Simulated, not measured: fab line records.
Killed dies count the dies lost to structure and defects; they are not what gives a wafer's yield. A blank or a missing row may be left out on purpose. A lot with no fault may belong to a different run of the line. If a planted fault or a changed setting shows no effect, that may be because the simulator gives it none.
fab line records	flow n5_finfet	part 1 of 2: steps 1 to 22 of 29
[record] lots = 5	wafers = 15	last_day = 19
route steps=1938 shown BEOL_M3@948
lots that met no fault: from a run of the same line without faults
start_h: hours from the record's opening day to when the first of the lot's shown wafers began	wait_h: how many hours have passed since the lot's step before this one	" the same as in the row above	L1.1+2: a single row standing in for several wafers	- value missing, or start not given	* or withheld: withheld	< > ~ a bound
route shown NAME@n: NAME is a module with steps in the file, n the number in the route of the first one	usual: mean and standard deviation over wafers with no fault	same: alike in all rows	chamber/n: place in a boat	sites: per-site readings	_std_site: the values' standard deviation	_edge_site: the outer-site mean with the inner-site mean subtracted	radius_mm: for every site, how far away it sits from the centre of the wafer	mask NAME#n: copy n	behind: tool/chamber where the wafer was last shaped	hold: why the lot was held/for how many hours/how that ended	device: whichever transistor did not switch (one of n, p or np)	end of line: tests of these same wafers at the route's end	a step given without rows: its recipe and nothing more	killed: the dies lost at the first sort to structure and to defects; this is not the yield of the wafer	map: a wafer's dies, x killed, . not, _ none there
set.NAME: the run value of the setting; set.NAME@STEP: its run value at that earlier step	model.NAME: the simulator's own value behind a step, which no gauge read
a table for each step, a row for each wafer; lots at some steps of the route
services: the hour from which a tool's chamber was out of use, counted from the record's first day as start_h (under 0 if before that day), plus the number of hours and why
[[steps]]
[step N5_BEOL_M3_ETCH_74]
[recipe] chemistry = N2/H2	target = underlayer	target_depth_a = 65	mask_material = CAR-EUV	time_s = 5.2	ion_energy_ev = 200	pressure_mtorr = 30	source_w = 840	bias_w = 150	n2_flow_sccm = 200	h2_flow_sccm = 200	ends = cleared
[usual] drypump_motor_current_A = 5.5/0.34	etch_rf_on_time_s = 5.21/0.15	oes_product_au = 0.64/0.066	rf_vpp_V = 522.8/2.6	showerhead_plenum_p_Torr = 2.50/0.083	throttle_valve_pct = 17.89/0.23
lot.wafer	tool	chamber	start_h	wait_h	drypump_motor_current_A	etch_rf_on_time_s	oes_product_au	rf_hours_counter_h	rf_vpp_V	showerhead_plenum_p_Torr	throttle_valve_pct
L074.2	rie_diel-02	1	160.21	0.0	6.1	5.45	0.60	175	518.6	2.43	17.65
L074.3	"	0	"	"	5.4	5.48	0.59	248	525.8	2.59	18.04
L074.5	"	1	"	"	6.1	5.45	0.60	-	520.3	2.44	17.65
L082.2	rie_diel-02	0	220.95	0.0	5.4	5.12	0.80	13	524.3	2.59	17.67
L082.5	"	1	"	"	6.0	5.36	0.60	-	522.9	2.43	17.67
L082.6	"	0	"	"	5.4	5.17	0.79	-	525.7	2.59	17.68
L084.2	rie_diel-04	1	244.72	0.0	6.3	5.16	0.58	245	518.0	2.40	18.19
L084.5	"	1	"	"	6.3	5.08	0.59	-	519.2	2.40	18.18
L084.6	"	2	"	"	5.2	5.32	0.62	-	526.3	2.66	18.11
L089.1	rie_diel-04	0	272.58	0.0	5.8	5.05	0.76	39	522.3	2.49	17.63
L089.4	"	0	"	"	5.8	5.08	0.77	-	521.9	2.49	17.60
L089.6	"	3	"	"	5.7	5.04	0.57	-	522.3	2.50	18.14
L094.2	rie_diel-06	2	289.21	0.0	5.2	5.11	0.61	237	526.0	2.62	18.03
L094.5	"	2	"	"	5.2	5.18	0.60	-	525.5	2.63	18.05
L094.6	"	3	"	"	5.3	5.24	0.60	-	519.2	2.42	18.18
[step N5_BEOL_M3_ETCH_63]
[recipe] chemistry = CF4	target = SiARC	target_depth_a = 156	mask_material = CAR-EUV	time_s = 26	ion_energy_ev = 80	pressure_mtorr = 40	source_w = 545	bias_w = 36	Ar_flow_sccm = 100	cf4_flow_sccm = 100	ends = cleared
[usual] drypump_motor_current_A = 5.5/0.34	etch_rf_on_time_s = 26.1/0.74	oes_product_au = 0.64/0.066	rf_vpp_V = 183.7/1.2	showerhead_plenum_p_Torr = 2.10/0.062	throttle_valve_pct = 15.62/0.23
lot.wafer	tool	chamber	start_h	wait_h	drypump_motor_current_A	etch_rf_on_time_s	oes_product_au	rf_hours_counter_h	rf_vpp_V	showerhead_plenum_p_Torr	throttle_valve_pct
L074.2	rie_diel-02	1	160.23	0.0	6.0	27.1	0.61	175	182.9	2.04	15.35
L074.3	"	0	"	"	5.4	27.3	0.58	248	184.0	2.19	15.85
L074.5	"	1	"	"	6.0	27.2	0.60	-	183.7	2.04	15.35
L082.2	rie_diel-02	0	220.97	0.0	5.4	26.1	0.79	13	184.6	2.18	15.40
L082.5	"	1	"	"	6.0	26.9	0.60	-	183.6	2.04	15.39
L082.6	"	0	"	"	5.4	26.1	0.79	-	185.3	2.18	15.40
L084.2	rie_diel-04	1	244.74	0.0	6.2	25.8	0.59	245	184.2	2.03	15.83
L084.5	"	1	"	"	6.2	25.5	0.59	-	182.0	2.03	15.82
L084.6	"	2	"	"	5.3	27.2	0.60	-	185.6	2.22	15.71
L089.1	rie_diel-04	0	272.59	0.0	5.8	25.7	0.77	39	183.5	2.10	15.30
L089.4	"	0	"	"	5.8	25.5	0.77	-	183.1	2.10	15.32
L089.6	"	3	"	"	5.7	25.2	0.57	-	184.6	2.09	15.79
L094.2	rie_diel-06	2	289.23	0.0	5.2	25.9	0.60	237	185.5	2.20	15.75
L094.5	"	2	"	"	5.2	25.9	0.60	-	184.6	2.20	15.75
L094.6	"	3	"	"	5.4	26.1	0.61	-	182.7	2.04	15.99
[step N5_BEOL_M3_ETCH_64]
[recipe] chemistry = N2/H2	target = SOC	target_depth_a = 750	overetch_a = 150	mask_material = SiARC	temp_c = 40	time_s = 112.5	ion_energy_ev = 200	pressure_mtorr = 30	source_w = 840	bias_w = 150	n2_flow_sccm = 200	h2_flow_sccm = 200
[usual] drypump_motor_current_A = 5.5/0.34	oes_product_au = 0.60/0.061	rf_vpp_V = 522.6/2.4	showerhead_plenum_p_Torr = 2.50/0.083	throttle_valve_pct = 17.85/0.23
lot.wafer	tool	chamber	start_h	wait_h	drypump_motor_current_A	oes_product_au	rf_hours_counter_h	rf_vpp_V	showerhead_plenum_p_Torr	throttle_valve_pct
L074.2	rie_diel-02	1	160.25	0.0	6.0	0.58	175	521.3	2.43	17.61
L074.3	"	0	"	"	5.4	0.56	248	525.3	2.59	18.01
L074.5	"	1	"	"	6.0	0.58	-	521.2	2.43	17.61
L082.2	rie_diel-02	0	221.00	0.0	5.4	0.74	13	525.9	2.59	17.64
L082.5	"	1	"	"	6.1	0.57	-	520.6	2.43	17.64
L082.6	"	0	"	"	5.5	0.73	-	526.3	2.59	17.62
L084.2	rie_diel-04	1	244.77	0.0	6.3	0.54	245	519.5	2.40	18.14
L084.5	"	1	"	"	6.3	0.55	-	520.9	2.40	18.14
L084.6	"	2	"	"	5.3	0.58	-	526.9	2.66	18.11
L089.1	rie_diel-04	0	272.62	0.0	5.8	0.69	39	522.5	2.49	17.58
L089.4	"	0	"	"	5.8	0.70	-	523.2	2.49	17.58
L089.6	"	3	"	"	5.6	0.53	-	523.4	2.50	18.10
L094.2	rie_diel-06	2	289.26	0.0	5.2	0.55	237	526.6	2.62	18.01
L094.5	"	2	"	"	5.2	0.55	-	525.5	2.63	18.02
L094.6	"	3	"	"	5.3	0.57	-	519.9	2.42	18.15
[step N5_BEOL_M3_STRIP_65]
[recipe] chemistry = N2/H2	temp_c = 40	n2_flow_sccm = 200	h2_flow_sccm = 200	rf_frequency_hz = 6e+07
lot.wafer	tool	chamber	start_h	wait_h
L074.2+3+5	rie_diel-02	1,0,1	160.36	0.1
L082.2+5+6	rie_diel-02	0,1,0	221.10	0.1
L084.2+5+6	rie_diel-04	1,1,2	244.88	0.1
L089.1+4+6	rie_diel-04	0,0,3	272.73	0.1
L094.2+5+6	rie_diel-06	2,2,3	289.36	0.1
[step N5_BEOL_M3_STRIP_75]
[recipe] chemistry = N2/H2	temp_c = 40	n2_flow_sccm = 200	h2_flow_sccm = 200	rf_frequency_hz = 6e+07
lot.wafer	tool	chamber	start_h	wait_h
L074.2+3+5	rie_diel-02	1,0,1	160.37	0.0
L082.2+5+6	rie_diel-02	0,1,0	221.11	0.0
L084.2+5+6	rie_diel-04	1,1,2	244.89	0.0
L089.1+4+6	rie_diel-04	0,0,3	272.74	0.0
L094.2+5+6	rie_diel-06	2,2,3	289.37	0.0
[step N5_BEOL_M3_STRIP_66]
[recipe] chemistry = CF4	resist = SiARC	power_w = 300	bias_power_w = 75	pressure_mtorr = 50	cf4_flow_sccm = 150	rf_frequency_hz = 6e+07
[usual] drypump_motor_current_A = 5.5/0.34	oes_product_au = 0.74/0.076	rf_vpp_V = 270.5/1.5	showerhead_plenum_p_Torr = 1.76/0.051	throttle_valve_pct = 13.60/0.25
lot.wafer	tool	chamber	start_h	wait_h	drypump_motor_current_A	oes_product_au	rf_hours_counter_h	rf_vpp_V	showerhead_plenum_p_Torr	throttle_valve_pct
L074.2	rie_diel-02	1	160.38	0.0	6.0	0.73	175	267.9	1.72	13.35
L074.3	"	0	"	"	5.4	0.70	248	270.9	1.83	13.87
L074.5	"	1	"	"	6.0	0.72	-	269.8	1.72	13.36
L082.2	rie_diel-02	0	221.12	0.0	5.4	0.91	13	272.5	1.82	13.33
L082.5	"	1	"	"	6.0	0.70	-	269.5	1.71	13.43
L082.6	"	0	"	"	5.4	0.92	-	273.0	1.82	13.34
L084.2	rie_diel-04	1	244.90	0.0	6.3	0.68	245	268.2	1.69	13.78
L084.5	"	1	"	"	6.3	0.68	-	268.3	1.69	13.77
L084.6	"	2	"	"	5.2	0.72	-	271.5	1.84	13.66
L089.1	rie_diel-04	0	272.75	0.0	5.8	0.87	39	271.6	1.76	13.26
L089.4	"	0	"	"	5.8	0.88	-	269.2	1.76	13.25
L089.6	"	3	"	"	5.6	0.66	-	269.9	1.76	13.83
L094.2	rie_diel-06	2	289.38	0.0	5.2	0.68	237	272.1	1.84	13.76
L094.5	"	2	"	"	5.2	0.69	-	272.3	1.84	13.76
L094.6	"	3	"	"	5.3	0.70	-	269.3	1.71	13.94
[step N5_BEOL_M3_HM_OPEN_17]
[recipe] chemistry = Cl2/BCl3	target_depth_a = 200	overetch_a = 60	target = TiN	mask_material = SOC	ion_energy_ev = 150	pressure_mtorr = 10	icp_w = 1000	bias_w = 126	Cl2_flow_sccm = 53.25	bcl3_flow_sccm = 21.75	Ar_flow_sccm = 25
[usual] drypump_motor_current_A = 5.9/0.4	he_backside_leak_sccm = 3.4/0.3	oes_product_au = 0.67/0.059	throttle_valve_pct = 22.17/0.27
lot.wafer	tool	chamber	start_h	wait_h	drypump_motor_current_A	he_backside_leak_sccm	oes_product_au	rf_hours_counter_h	throttle_valve_pct
L074.2	rie_metal-01	0	160.42	0.0	5.9	3.4	0.65	40	22.03
L074.3	"	0	"	"	5.8	3.3	0.66	-	22.01
L074.5	"	0	"	"	5.9	3.3	0.66	-	22.02
L082.2	rie_metal-01	0	221.16	0.0	5.9	3.3	0.65	44	22.03
L082.5	"	0	"	"	5.9	3.2	0.66	-	22.04
L082.6	"	1	"	"	6.1	3.5	0.64	-	22.61
L084.2	rie_metal-01	1	244.94	0.0	6.0	3.6	0.64	44	22.61
L084.5	"	1	"	"	6.0	3.7	0.63	-	22.61
L084.6	"	0	"	"	5.9	3.5	0.66	-	21.99
L089.1	rie_metal-03	1	272.79	0.0	6.0	3.3	0.52	118	22.27
L089.4	"	1	"	"	6.0	3.5	0.54	-	22.23
L089.6	"	1	"	"	6.0	3.6	0.53	-	22.24
L094.2	rie_metal-01	0	289.42	0.0	5.9	3.4	0.65	49	22.02
L094.5	"	0	"	"	5.9	3.4	0.64	-	22.02
L094.6	"	1	"	"	6.1	3.7	0.64	-	22.60
[step N5_BEOL_M3_STRIP_19]
[recipe] chemistry = O2	power_w = 400	temp_c = 40	pressure_mtorr = 30	rf_frequency_hz = 6e+07	bias_power_w = 0	overash_fraction = 0.2	o2_flow_sccm = 225
[usual] drypump_motor_current_A = 5.5/0.34	o2_flow_sccm = 224.9/0.71	oes_product_au = 0.76/0.091	rf_vpp_V = 3.7/0.49	showerhead_plenum_p_Torr = 2.07/0.069	throttle_valve_pct = 16.73/0.24
lot.wafer	tool	chamber	start_h	wait_h	drypump_motor_current_A	o2_flow_sccm	oes_product_au	rf_hours_counter_h	rf_vpp_V	showerhead_plenum_p_Torr	throttle_valve_pct
L074.2	rie_diel-02	2	160.53	0.1	5.5	225.3	0.71	226	4.4	2.06	16.60
L074.3	"	0	"	"	5.4	225.2	0.70	248	3.2	2.14	16.87
L074.5	"	0	"	"	5.4	225.9	0.69	-	3.7	2.14	16.87
L082.2	rie_diel-02	2	221.37	0.2	5.5	225.2	0.70	247	3.6	2.06	16.64
L082.5	"	3	"	"	5.7	223.9	0.71	-	3.2	2.07	16.99
L082.6	"	0	"	"	5.4	223.8	0.95	-	2.9	2.13	16.47
L084.2	rie_diel-04	1	245.05	0.1	6.2	225.4	0.68	245	3.2	1.98	16.88
L084.5	"	0	"	"	5.8	225.0	0.91	-	2.9	2.07	16.46
L084.6	"	3	"	"	5.7	224.5	0.66	-	2.9	2.06	16.91
L089.1	rie_diel-04	2	272.90	0.1	5.2	225.2	0.71	186	3.8	2.19	16.84
L089.4	"	2	"	"	5.2	224.3	0.71	-	3.4	2.18	16.86
L089.6	"	0	"	"	5.8	225.0	0.89	-	3.9	2.07	16.47
L094.2	rie_diel-06	2	289.54	0.1	5.2	224.0	0.69	237	3.2	2.16	16.83
L094.5	"	1	"	"	5.7	224.3	0.72	-	4.9	1.98	16.65
L094.6	"	2	"	"	5.2	225.0	0.69	-	4.4	2.16	16.84
[step N5_BEOL_M3_CD_MEAS_18]
[recipe] pitch_nm = 36	target_cd_nm = 18
[usual] cd_nm = 18.0/0.38
lot.wafer	tool	chamber	start_h	wait_h	cd_nm
L074.2	cd_sem-03	-	160.60	0.1	18.4
L074.3	"	-	"	"	18.1
L074.5	"	-	"	"	18.2
L082.2	cd_sem-01	-	221.44	0.1	18.9
L082.5	"	-	"	"	17.9
L082.6	"	-	"	"	18.1
L084.2	cd_sem-01	-	245.12	0.1	18.1
L084.5	"	-	"	"	17.9
L084.6	"	-	"	"	17.8
L089.1	cd_sem-01	-	272.97	0.0	17.9
L089.4	"	-	"	"	17.6
L089.6	"	-	"	"	17.8
L094.2	cd_sem-01	-	289.61	0.1	18.2
L094.5	"	-	"	"	18.0
L094.6	"	-	"	"	18.7
[step N5_BEOL_M3_COAT_67]
[recipe] resist = SOC	temp_c = 250	time_s = 60	spin_rpm = 1500	resist_thk_nm = 60
lot.wafer	tool	chamber	start_h	wait_h
L074.2+3+5	litho_track-02	0	160.64	0.0
L082.2+5+6	litho_track-03	0	221.48	0.0
L084.2+5+6	litho_track-03	0	245.15	0.0
L089.1+4+6	litho_track-02	0	273.01	0.0
L094.2+5+6	litho_track-04	0	289.64	0.0
[step N5_BEOL_M3_COAT_68]
[recipe] resist = SiARC	temp_c = 220	time_s = 60	spin_rpm = 1500	resist_thk_nm = 12
lot.wafer	tool	chamber	start_h	wait_h
L074.2+3+5	litho_track-02	0	-	-
L082.2+5+6	litho_track-03	0	-	-
L084.2+5+6	litho_track-03	0	-	-
L089.1+4+6	litho_track-02	0	-	-
L094.2+5+6	litho_track-04	0	-	-
[step N5_BEOL_M3_COAT_76]
[recipe] resist = underlayer	temp_c = 205	time_s = 60	spin_rpm = 1500	resist_thk_nm = 5
lot.wafer	tool	chamber	start_h	wait_h
L074.2+3+5	litho_track-02	0	-	-
L082.2+5+6	litho_track-03	0	-	-
L084.2+5+6	litho_track-03	0	-	-
L089.1+4+6	litho_track-02	0	-	-
L094.2+5+6	litho_track-04	0	-	-
[step N5_BEOL_M3_COAT_22]
[recipe] resist = CAR-EUV	spin_rpm = 1500	resist_thk_nm = 30
lot.wafer	tool	chamber	start_h	wait_h
L074.2+3+5	litho_track-02	0	-	-
L082.2+5+6	litho_track-03	0	-	-
L084.2+5+6	litho_track-03	0	-	-
L089.1+4+6	litho_track-02	0	-	-
L094.2+5+6	litho_track-04	0	-	-
[step N5_BEOL_M3_EBR_24]
[recipe] solvent = PGMEA	ebr_width_mm = 1.5
lot.wafer	tool	chamber	start_h	wait_h
L074.2+3+5	litho_track-02	0	-	-
L082.2+5+6	litho_track-03	0	-	-
L084.2+5+6	litho_track-03	0	-	-
L089.1+4+6	litho_track-02	0	-	-
L094.2+5+6	litho_track-04	0	-	-
[step N5_BEOL_M3_SOFTBAKE_23]
[recipe] temp_c = 110	time_s = 60	resist = CAR-EUV
lot.wafer	tool	chamber	start_h	wait_h
L074.2+3+5	litho_track-02	0	-	-
L082.2+5+6	litho_track-03	0	-	-
L084.2+5+6	litho_track-03	0	-	-
L089.1+4+6	litho_track-02	0	-	-
L094.2+5+6	litho_track-04	0	-	-
[step N5_BEOL_M3_EXPOSE_25]
[recipe] mask_id = V2	na = 0.33	source_shape = quasar	sigma_inner = 0.2	sigma_outer = 0.8	polarization = unpolarized	defocus_nm = 5	dose_mj = 63
lot.wafer	tool	chamber	start_h	wait_h	mask
L074.2+3+5	euv_scanner-02	0	160.79	-	V2#0
L082.2+5+6	euv_scanner-02	0	221.62	-	V2#0
L084.2+5+6	euv_scanner-01	0	245.30	-	V2#0
L089.1+4+6	euv_scanner-01	0	273.27	-	V2#0
L094.2+5+6	euv_scanner-02	0	289.91	-	V2#0
[step N5_BEOL_M3_PEB_26]
[recipe] peb_temp_c = 100	peb_time_s = 60	resist = CAR-EUV
lot.wafer	tool	chamber	start_h	wait_h
L074.2+3+5	litho_track-02	0	160.86	0.1
L082.2+5+6	litho_track-04	0	221.69	0.1
L084.2+5+6	litho_track-04	0	245.37	0.1
L089.1+4+6	litho_track-03	0	273.35	0.1
L094.2+5+6	litho_track-04	0	289.98	0.1
[step N5_BEOL_M3_DEVELOP_27]
[recipe] develop_time_s = 30	developer = TMAH	resist = CAR-EUV	rinse_liquid = surfactant_rinse	dry = air_spin	dev_temp_c = 23
lot.wafer	tool	chamber	start_h	wait_h
L074.2+3+5	litho_track-02	0	-	-
L082.2+5+6	litho_track-04	0	-	-
L084.2+5+6	litho_track-04	0	-	-
L089.1+4+6	litho_track-03	0	-	-
L094.2+5+6	litho_track-04	0	-	-
[step N5_BEOL_M3_CD_MEAS_28]
[recipe] target_cd_nm = 25.7	landing_energy_ev = 500	detector = se_inlens	target_cd_y_nm = 23.3	polarity = opening
[usual] cd_nm = 25.69/0.22
lot.wafer	tool	chamber	start_h	wait_h	cd_nm
L074.2	cd_sem-03	0	160.92	-	25.72
L074.3	"	0	"	"	25.79
L074.5	"	0	"	"	25.72
L082.2	cd_sem-01	0	221.76	-	25.75
L082.5	"	0	"	"	25.61
L082.6	"	0	"	"	25.47
L084.2	cd_sem-02	0	245.44	-	25.37
L084.5	"	0	"	"	25.63
L084.6	"	0	"	"	25.69
L089.1	cd_sem-02	0	273.41	-	25.76
L089.4	"	0	"	"	25.30
L089.6	"	0	"	"	25.69
L094.2	cd_sem-02	0	290.05	-	25.92
L094.5	"	0	"	"	25.94
L094.6	"	0	"	"	25.59
[step N5_BEOL_M3_OVL_MEAS_29]
[recipe] points_per_wafer = 522
[usual] V2_OVL = 0.4/0.7
lot.wafer	tool	chamber	start_h	wait_h	V2_OVL[nm]
L074.2	overlay-01	0	160.96	0.0	0.7
L074.3	"	0	"	"	1.5
L074.5	"	0	"	"	0.4
L082.2	overlay-02	0	221.80	0.0	-0.1
L082.5	"	0	"	"	0.6
L082.6	"	0	"	"	0.8
L084.2	overlay-01	0	245.47	0.0	-0.1
L084.5	"	0	"	"	1.2
L084.6	"	0	"	"	0.8
L089.1	overlay-01	0	273.44	0.0	1.2
L089.4	"	0	"	"	1.2
L089.6	"	0	"	"	1.4
L094.2	overlay-01	0	290.09	0.0	0.7
L094.5	"	0	"	"	0.6
L094.6	"	0	"	"	0.3
[step N5_BEOL_M3_INSPECT_30]
[recipe] mode = adi	inspect_instrument = brightfield
[usual] raw_defect_count = 417/87
lot.wafer	tool	chamber	start_h	wait_h	raw_defect_count
L074.2	defect_inspect-02	-	161.01	0.0	333
L074.3	"	-	"	"	512
L074.5	"	-	"	"	445
L082.2	defect_inspect-01	-	221.85	0.0	514
L082.5	"	-	"	"	346
L082.6	"	-	"	"	359
L084.2	defect_inspect-01	-	245.53	0.0	408
L084.5	"	-	"	"	542
L084.6	"	-	"	"	574
L089.1	defect_inspect-02	-	273.57	0.1	483
L089.4	"	-	"	"	372
L089.6	"	-	"	"	539
L094.2	defect_inspect-02	-	290.14	0.0	311
L094.5	"	-	"	"	429
L094.6	"	-	"	"	385
[step N5_BEOL_M3_DESCUM_33]
[recipe] chemistry = O2	time_s = 7	source_power_w = 50	bias_power_w = 20	pressure_mtorr = 20	rf_frequency_hz = 2.712e+07	temp_c = 40	resist = CAR-EUV	o2_flow_sccm = 225
[usual] drypump_motor_current_A = 5.5/0.35	o2_flow_sccm = 224.9/0.67	oes_product_au = 0.75/0.084	rf_vpp_V = 242.7/1.3	showerhead_plenum_p_Torr = 2.07/0.074	throttle_valve_pct = 20.49/0.24
lot.wafer	tool	chamber	start_h	wait_h	drypump_motor_current_A	o2_flow_sccm	oes_product_au	rf_hours_counter_h	rf_vpp_V	showerhead_plenum_p_Torr	throttle_valve_pct
L074.2	rie_diel-02	0	161.05	0.0	5.4	224.9	0.70	248	242.1	2.13	20.54
L074.3	"	1	"	"	6.1	224.3	0.72	175	239.9	1.98	20.06
L074.5	"	3	"	"	5.7	225.2	0.72	-	242.9	2.07	20.70
L082.2	rie_diel-06	3	221.88	0.0	5.4	225.4	0.74	182	240.6	2.02	20.95
L082.5	"	1	"	"	5.7	225.7	0.73	-	241.2	1.99	20.34
L082.6	"	2	"	"	5.2	224.5	0.71	-	242.2	2.16	20.52
L084.2	rie_diel-04	2	245.56	0.0	5.2	225.0	0.71	180	244.2	2.18	20.58
L084.5	"	1	"	"	6.3	224.7	0.68	-	241.2	1.97	20.59
L084.6	"	2	"	"	5.3	225.5	0.72	-	243.7	2.18	20.58
L089.1	rie_diel-06	2	273.82	0.2	5.2	224.5	0.70	233	243.9	2.16	20.53
L089.4	"	0	"	"	4.9	225.9	0.85	49	243.0	2.05	20.31
L089.6	"	0	"	"	4.9	225.1	0.85	-	242.6	2.05	20.30
L094.2	rie_diel-04	0	290.17	0.0	5.8	224.0	0.89	47	242.0	2.06	20.33
L094.5	"	2	"	"	5.2	224.8	0.70	-	243.6	2.18	20.61
L094.6	"	1	"	"	6.2	225.5	0.98	-	245.1	2.23	20.22
